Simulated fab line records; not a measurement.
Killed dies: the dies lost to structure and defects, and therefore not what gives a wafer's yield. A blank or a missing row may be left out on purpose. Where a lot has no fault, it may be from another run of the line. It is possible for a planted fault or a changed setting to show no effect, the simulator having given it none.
Which tool was responsible? -- flow n5Finfet -- 12 lots (36 wafers sampled), 1 step of a 1938-step route

## WHAT THE GAUGES READ, wafer by wafer
N5_BEOL_M10_OCD_MEAS_38.
lot,measured,on,trenchDepthNm (nm)
L989,day 10 17:27,ocd-02,148.5 147.1 150.7
L990,day 11 05:07,ocd-02,148.3 150.6 147.2
L991,day 11 05:34,ocd-01,147.7 147.0 149.2
L996,day 13 12:07,ocd-01,150.4 150.0 149.4
L999,day 13 16:21,ocd-02,147.9 145.6 147.9
L100,day 14 11:59,ocd-02,148.8 149.8 148.2
L998,day 14 12:55,ocd-02,152.4 151.2 148.9
L103,day 14 16:53,ocd-02,148.1 150.6 148.5
L104,day 14 20:26,ocd-01,148.8 150.5 150.1
L106,day 15 22:03,ocd-02,145.7 148.8 144.7
L107,day 16 02:56,ocd-02,145.0 151.0 148.9
L112,day 17 12:25,ocd-01,150.4 149.7 148.8

## WHAT TOOL EACH LOT RAN ON (gives the tool, then ch and the chambers of the sampled wafers, and finally the start)
The record shows no process step preceding these readings.

## AS READ BY THE TOOLS THEMSELVES (means over the sampled wafers that have a number; for cases with no such wafer, the mark the record gives instead)
The record holds no such reading with a usual standard deviation.

## THE ANSWER, worked out from the rows above alone
Rule: the lots themselves supply what counts as usual. Put in order of their means at a reading, lots are off if they are a third of the lots or fewer, leave a main group of 4 or more, and stand apart from it by a gap of 3 or more times the standard deviation of the main group's means; of several such gaps the widest counts. A main group is skipped when, at the precision printed for the reading in the tables above, its means are all equal. Also off: a lot with no number at a reading for which 4 or more lots have one. Any other lot the step has rows for is counted as sound. First the gauges in route order, then the tools' own readings, where a lot's mean is used as printed above. The first step at which some lot is off is used, and at that step the reading that is off furthest; a lot without a number counts as furthest.
Across all readings shown, no lot is off: no conclusion can be drawn from this.

## WHAT THE SIMULATOR HAD INSERTED
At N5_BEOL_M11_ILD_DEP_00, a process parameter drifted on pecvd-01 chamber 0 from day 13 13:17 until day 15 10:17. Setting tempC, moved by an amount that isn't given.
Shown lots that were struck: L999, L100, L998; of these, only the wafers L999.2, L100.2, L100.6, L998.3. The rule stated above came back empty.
